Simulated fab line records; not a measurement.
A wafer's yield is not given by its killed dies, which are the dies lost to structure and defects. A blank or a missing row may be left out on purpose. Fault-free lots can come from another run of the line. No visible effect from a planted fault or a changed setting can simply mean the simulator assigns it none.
Shared-tool check | flow nand_harc | 11 lots and 42 wafers in the sample

== WHAT PROMPTED THE OPENING ==
At NHARC_P_M0_CD_MEAS_09 the reading cd_nm is flagged on 3 of 11 lots. No-fault wafers: 89.6 nm, standard deviation 0.62.
Rule: flag the lot when none of its wafers has a number, or when each of its wafers that has one lies beyond 4 standard deviations from that mean. All remaining lots are regarded as sound.

lot  | measured     | on        | cd_nm (nm), wafer by wafer          | flag
L867 | day 7 02:17  | cd_sem-01 | 88.7 89.6 90.5                      |
L869 | day 8 00:50  | cd_sem-03 | 89.8 90.3 89.3                      |
L873 | day 9 15:23  | cd_sem-03 | 90.3 89.9 88.9                      |
L874 | day 10 10:43 | cd_sem-03 | 104.3 103.9 104.0 103.7 103.4 104.8 | FLAGGED
L875 | day 10 13:16 | cd_sem-03 | 101.5 101.4 101.5 101.9 101.0 101.5 | FLAGGED
L876 | day 11 03:17 | cd_sem-03 | 89.5 89.7 89.3                      |
L877 | day 11 12:52 | cd_sem-03 | 99.9 100.4 99.7 99.7 100.0 99.5     | FLAGGED
L879 | day 12 06:11 | cd_sem-03 | 89.5 88.8 89.6                      |
L880 | day 12 19:44 | cd_sem-03 | 90.3 89.7 90.0                      |
L882 | day 13 15:58 | cd_sem-02 | 89.4 89.2 89.3                      |
L887 | day 15 09:48 | cd_sem-01 | 89.0 90.0 89.4                      |
The mean of the flagged lots' numbers is 101.8 nm, +12.2 nm from the usual (+20 standard deviations).

== TOOL THAT RAN EACH LOT ==
The record keeps 1 process step preceding the reading, out of 1302 steps on the route. Every cell lists first the tool, next ch and the chambers used by the sampled wafers, and last the start.
lot  | flag    | NHARC_P_M0_EXPOSE_06
L867 |         | arfi_scanner-03 ch 0, day 7 02:08
L869 |         | arfi_scanner-02 ch 0, day 8 00:42
L873 |         | arfi_scanner-02 ch 0, day 9 15:14
L874 | FLAGGED | arfi_scanner-02 ch 0, day 10 10:34
L875 | FLAGGED | arfi_scanner-02 ch 0, day 10 13:08
L876 |         | arfi_scanner-01 ch 0, day 11 03:10
L877 | FLAGGED | arfi_scanner-02 ch 0, day 11 12:43
L879 |         | arfi_scanner-03 ch 0, day 12 06:02
L880 |         | arfi_scanner-01 ch 0, day 12 19:35
L882 |         | arfi_scanner-03 ch 0, day 13 15:49
L887 |         | arfi_scanner-01 ch 0, day 15 09:40
What the steps here do:
- NHARC_P_M0_EXPOSE_06: exposes mask P M0, target cd 90 nm.
- NHARC_P_M0_CD_MEAS_09: target cd 90 nm.

== FLAGGED OVER TOTAL, TOOL BY TOOL (the gauges that took the reading come last) ==
step                  | tool            | lots run | flagged | share of the flagged lots | sound lots run after its first flagged lot
NHARC_P_M0_EXPOSE_06  | arfi_scanner-01 | 3        | 0       | none                      | -
NHARC_P_M0_EXPOSE_06  | arfi_scanner-02 | 5        | 3       | all                       | 0
NHARC_P_M0_EXPOSE_06  | arfi_scanner-03 | 3        | 0       | none                      | -
NHARC_P_M0_CD_MEAS_09 | cd_sem-01       | 2        | 0       | none                      | -
NHARC_P_M0_CD_MEAS_09 | cd_sem-02       | 1        | 0       | none                      | -
NHARC_P_M0_CD_MEAS_09 | cd_sem-03       | 8        | 3       | all                       | 3 (L876,L879,L880)

== WHAT IS ALLOWED BY THE TABLE ==
Table rows that saw every flagged lot: 2, namely arfi_scanner-02 at NHARC_P_M0_EXPOSE_06 and cd_sem-03 at NHARC_P_M0_CD_MEAS_09.
- arfi_scanner-02 at NHARC_P_M0_EXPOSE_06 ran 5 lots, 3 of them flagged. A fault beginning between L873 (day 9 15:14), its last sound lot, and L874 (day 10 10:34), its first flagged one, fits the data. Its own readings (exposure_dose_mJ_cm2) fall more than 4 standard deviations out on all wafers of the flagged lots.
- cd_sem-03 at NHARC_P_M0_CD_MEAS_09 ran 8 lots, 3 of them flagged. Sound lots followed the first flagged one (L876, L879, L880) on it, something a lasting fault affecting the whole tool could not allow.
One tool is left: arfi_scanner-02 at NHARC_P_M0_EXPOSE_06.

== WHAT THE SIMULATOR HAD PUT IN ==
Drift in process parameters on arfi_scanner-02 at NHARC_P_M0_EXPOSE_06, starting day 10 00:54. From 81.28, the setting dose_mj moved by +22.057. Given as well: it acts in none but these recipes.
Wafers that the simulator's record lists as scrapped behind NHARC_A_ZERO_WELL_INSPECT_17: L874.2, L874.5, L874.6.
Shown lots that were struck: L874, L875, L877. The rule given above showed the same thing.
